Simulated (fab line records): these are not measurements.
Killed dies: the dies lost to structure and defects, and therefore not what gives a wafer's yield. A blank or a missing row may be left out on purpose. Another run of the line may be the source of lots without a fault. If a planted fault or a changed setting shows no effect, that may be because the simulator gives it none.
What tool caused it? + flow n5_finfet + 10 lots with 28 wafers sampled at 5 steps, on a route of 1938 steps

WHAT THE GAUGES READ, wafer by wafer
N5_BEOL_M4_RC_MEAS_101.
| lot  | measured     | on        | DIBL_N (mV/V)  | DIBL_P (mV/V) | IOFF_N (nA/um) | IOFF_P (nA/um) | IOFF_P_85C (nA/um) | IOFF_P_LIN (nA/um) | IOFF_P_LONG (nA/um)        | ION_N (uA/um) | ION_P (uA/um) | SS_N (mV/dec)  | SS_P (mV/dec)  | VT_N (mV)   | VT_N_LVT (mV) | VT_P (mV)      | VT_P_LONG (mV)       |
|------|--------------|-----------|----------------|---------------|----------------|----------------|--------------------|--------------------|----------------------------|---------------|---------------|----------------|----------------|-------------|---------------|----------------|----------------------|
| L297 | day 7 19:21  | prober-02 | 34.1 37.8 39.7 | 36 37 40      | 0.12 0.18 0.23 | 0.20 0.22 0.27 | 3.4 3.7 4.5        | 0.095 0.102 0.119  | 0.000108 0.000106 0.00011  | 659 678 679   | 459 466 459   | 70.6 72.3 72.7 | 72.8 73.5 74.2 | 254 251 248 | 104 99 95     | -249 -250 -245 | -274.1 -274.5 -275.3 |
| L300 | day 8 20:26  | prober-01 | 35.7 33.3 37.1 | 36 34 38      | 0.15 0.11 0.18 | 0.19 0.17 0.24 | 3.5 3.1 4.1        | 0.095 0.085 0.111  | 0.000105 0.000111 0.000103 | 673 651 669   | 458 455 461   | 71.9 70.6 71.6 | 72.4 71.8 73.8 | 253 255 248 | 99 103 95     | -250 -253 -249 | -277.3 -273.5 -277.3 |
| L302 | day 8 23:56  | prober-02 | 31.0 33.5 33.7 | 28 33 35      | 0.08 0.12 0.13 | 0.12 0.18 0.19 | 2.4 3.2 3.3        | 0.068 0.089 0.092  | 9.6e-05 0.000107 9.7e-05   | 644 679 672   | 452 467 462   | 70.6 69.8 70.2 | 70.8 72.5 73.0 | 259 253 250 | 107 100 97    | -255 -251 -250 | -275.5 -276.9 -276.0 |
| L303 | day 9 23:54  | prober-01 | 37.1 41.1      | 39 44         | 0.18 0.31      | 0.76 0.34      | 11.0 5.6           | 0.346 0.137        | 0.000272 0.000109          | 677 705       | 515 477       | 71.8 73.1      | 73.8 75.8      | 249 244     | 130 89        | -212 -245      | -243.4 -272.3        |
| L305 | day 10 21:11 | prober-01 | 34.4 37.1      | 35 37         | 0.10 0.14      | 0.16 0.68      | 3.0 9.6            | 0.083 0.321        | 9.4e-05 0.000278           | 657 651       | 453 503       | 70.8 71.5      | 73.2 73.1      | 260 252     | 106 136       | -253 -217      | -276.0 -241.9        |
| L307 | day 11 11:34 | prober-01 | 39.7 33.7 36.6 | 42 34 38      | 0.30 0.13 0.21 | 0.37 0.19 0.29 | 5.7 3.3 4.7        | 0.156 0.097 0.131  | 0.000116 0.000127 0.000128 | 716 670 701   | 484 461 486   | 72.8 72.0 71.9 | 74.3 72.9 74.4 | 239 252 241 | 89 100 94     | -239 -251 -244 | -270.5 -268.1 -269.3 |
| L312 | day 11 18:13 | prober-01 | 39.9 39.4 39.4 | 42 43 43      | 0.28 0.25 0.26 | 0.31 0.32 0.32 | 4.9 5.1 5.1        | 0.129 0.131 0.132  | 0.000107 0.000109 0.000103 | 702 690 686   | 470 468 470   | 72.3 71.7 72.6 | 74.8 75.0 74.6 | 242 246 243 | 91 92 92      | -245 -244 -246 | -277.1 -274.8 -272.9 |
| L314 | day 12 19:31 | prober-01 | 40.7 38.4 34.4 | 41 37 34      | 0.24 0.19 0.12 | 0.26 0.20 0.16 | 4.4 3.5 2.9        | 0.113 0.093 0.081  | 9.8e-05 9.6e-05 9.6e-05    | 697 664 658   | 471 453 449   | 72.1 72.4 71.9 | 74.2 73.8 72.4 | 243 251 255 | 93 96 102     | -248 -255 -254 | -277.7 -277.2 -279.9 |
| L315 | day 12 20:11 | prober-02 | 34.5 36.0 39.9 | 35 35 40      | 0.14 0.14 0.24 | 0.21 0.20 0.28 | 3.7 3.6 4.7        | 0.103 0.099 0.124  | 9.9e-05 0.000113 0.000109  | 668 668 696   | 462 459 475   | 70.9 71.2 71.8 | 73.5 73.8 74.1 | 249 251 244 | 97 100 91     | -249 -250 -246 | -275.5 -274.6 -275.1 |
| L317 | day 13 22:40 | prober-02 | 40.5 38.6 39.9 | 38 36 38      | 0.23 0.17 0.21 | 0.26 0.22 0.25 | 4.4 3.8 4.2        | 0.114 0.102 0.110  | 9.6e-05 9.7e-05 9.7e-05    | 684 662 687   | 465 460 466   | 72.7 73.0 71.8 | 73.8 73.4 74.0 | 246 250 250 | 94 101 96     | -249 -249 -248 | -273.3 -276.0 -273.7 |

WHICH TOOL RAN EACH LOT (tool, then ch and the chambers of the sampled wafers, then the start)
| lot  | N5_HKMG_FIN_ALD_74              | N5_BEOL_M4_ANNEAL_87         | N5_BEOL_M4_ANNEAL_95         | N5_BEOL_M4_SPUTTER_96        |
|------|---------------------------------|------------------------------|------------------------------|------------------------------|
| L297 | ald_hk-03 ch 0,1,2, day 3 22:56 | pvd_sputter-03, day 7 16:32  | pvd_sputter-03, day 7 17:25  | pvd_sputter-03, day 7 17:34  |
| L300 | ald_hk-03 ch 1,2,3, day 4 15:49 | pvd_sputter-02, day 8 18:19  | pvd_sputter-02, day 8 19:11  | pvd_sputter-02, day 8 19:20  |
| L302 | ald_hk-03 ch 1,2,3, day 5 08:59 | pvd_sputter-02, day 8 21:40  | pvd_sputter-02, day 8 22:33  | pvd_sputter-02, day 8 22:41  |
| L303 | ald_hk-03 ch 0,3, day 5 11:18   | pvd_sputter-03, day 9 21:11  | pvd_sputter-03, day 9 22:04  | pvd_sputter-03, day 9 22:10  |
| L305 | ald_hk-03 ch 2,3, day 6 00:32   | pvd_sputter-02, day 10 18:47 | pvd_sputter-02, day 10 19:40 | pvd_sputter-02, day 10 19:48 |
| L307 | ald_hk-01 ch 0,2, day 6 16:48   | pvd_sputter-01, day 11 09:16 | pvd_sputter-01, day 11 10:09 | pvd_sputter-01, day 11 10:17 |
| L312 | ald_hk-02 ch 0,1,2, day 7 17:07 | pvd_sputter-03, day 11 15:57 | pvd_sputter-03, day 11 16:50 | pvd_sputter-03, day 11 16:58 |
| L314 | ald_hk-01 ch 0,2,3, day 8 05:46 | pvd_sputter-03, day 12 17:15 | pvd_sputter-03, day 12 18:08 | pvd_sputter-03, day 12 18:16 |
| L315 | ald_hk-03 ch 0,1,3, day 8 11:27 | pvd_sputter-01, day 12 18:04 | pvd_sputter-01, day 12 18:56 | pvd_sputter-01, day 12 19:05 |
| L317 | ald_hk-03 ch 0,1, day 9 02:47   | pvd_sputter-01, day 13 20:11 | pvd_sputter-01, day 13 21:04 | pvd_sputter-01, day 13 21:12 |
- N5_HKMG_FIN_ALD_74: deposits La2O3, target thk 0.5 nm, pulse time 6 s, co reactant pulse time 1 s.
- N5_BEOL_M4_ANNEAL_87: time 240 s.
- N5_BEOL_M4_ANNEAL_95: time 240 s.
- N5_BEOL_M4_SPUTTER_96: material Cu, target thk 4.5 nm, time 8.29 s.

AS READ BY THE TOOLS THEMSELVES (means over the sampled wafers that have a number; for cases with no such wafer, the mark the record gives instead)
N5_HKMG_FIN_ALD_74.
| lot  | tool      | heater_power_w (W) | precursor_pulse_height_rel |
|------|-----------|--------------------|----------------------------|
| L297 | ald_hk-03 | 356                | 1.004                      |
| L300 | ald_hk-03 | 339                | 1.014                      |
| L302 | ald_hk-03 | 341                | 1.017                      |
| L303 | ald_hk-03 | 320                | 0.988                      |
| L305 | ald_hk-03 | 320                | 0.976                      |
| L307 | ald_hk-01 | 372                | 0.979                      |
| L312 | ald_hk-02 | 336                | 0.995                      |
| L314 | ald_hk-01 | 356                | 0.988                      |
| L315 | ald_hk-03 | 341                | 0.985                      |
| L317 | ald_hk-03 | 347                | 1.011                      |

N5_BEOL_M4_ANNEAL_87.
| lot  | tool           | heater_power_w (W) |
|------|----------------|--------------------|
| L297 | pvd_sputter-03 | 701                |
| L300 | pvd_sputter-02 | 787                |
| L302 | pvd_sputter-02 | 801                |
| L303 | pvd_sputter-03 | 750                |
| L305 | pvd_sputter-02 | 842                |
| L307 | pvd_sputter-01 | 827                |
| L312 | pvd_sputter-03 | 742                |
| L314 | pvd_sputter-03 | 791                |
| L315 | pvd_sputter-01 | 904                |
| L317 | pvd_sputter-01 | 810                |

N5_BEOL_M4_ANNEAL_95.
| lot  | tool           | heater_power_w (W) |
|------|----------------|--------------------|
| L297 | pvd_sputter-03 | 725                |
| L300 | pvd_sputter-02 | 794                |
| L302 | pvd_sputter-02 | 797                |
| L303 | pvd_sputter-03 | 754                |
| L305 | pvd_sputter-02 | 867                |
| L307 | pvd_sputter-01 | 821                |
| L312 | pvd_sputter-03 | 740                |
| L314 | pvd_sputter-03 | 784                |
| L315 | pvd_sputter-01 | 892                |
| L317 | pvd_sputter-01 | 811                |

N5_BEOL_M4_SPUTTER_96.
| lot  | tool           | throttle_valve_pct (%) |
|------|----------------|------------------------|
| L297 | pvd_sputter-03 | 30.8                   |
| L300 | pvd_sputter-02 | 29.9                   |
| L302 | pvd_sputter-02 | 29.9                   |
| L303 | pvd_sputter-03 | 30.9                   |
| L305 | pvd_sputter-02 | 29.0                   |
| L307 | pvd_sputter-01 | 30.3                   |
| L312 | pvd_sputter-03 | 30.0                   |
| L314 | pvd_sputter-03 | 29.6                   |
| L315 | pvd_sputter-01 | 30.5                   |
| L317 | pvd_sputter-01 | 29.8                   |

THE ANSWER, worked out from the rows above alone
Rule: what is usual is taken from the lots themselves. Put in order of their means at a reading, lots are off if they are a third of the lots or fewer, leave a main group of 4 or more, and stand apart from it by a gap of 3 or more times the standard deviation of the main group's means; of several such gaps the widest counts. A main group is skipped when, at the precision printed for the reading in the tables above, its means are all equal. Also off: a lot with no number at a reading for which 4 or more lots have one. All remaining lots with rows at the step are treated as sound. Order of review: gauges by route order, followed by the tools' own readings, for which a lot's mean as printed above is used. The first step at which some lot is off is used, and at that step the reading that is off furthest; a lot without a number counts as furthest.
Off: L303, L305, seen at N5_BEOL_M4_RC_MEAS_101 (IOFF_P_LONG). The main group: mean 0.000106 nA/um, standard deviation 8.1e-06.
A tool fits if, at a process step before that reading, it ran every lot that is off, and no sound lot after the first of them. Those tools and the gauges at N5_BEOL_M4_RC_MEAS_101 are tried in the same way. Of those tried, none fits.

WHAT THE SIMULATOR HAD PUT IN
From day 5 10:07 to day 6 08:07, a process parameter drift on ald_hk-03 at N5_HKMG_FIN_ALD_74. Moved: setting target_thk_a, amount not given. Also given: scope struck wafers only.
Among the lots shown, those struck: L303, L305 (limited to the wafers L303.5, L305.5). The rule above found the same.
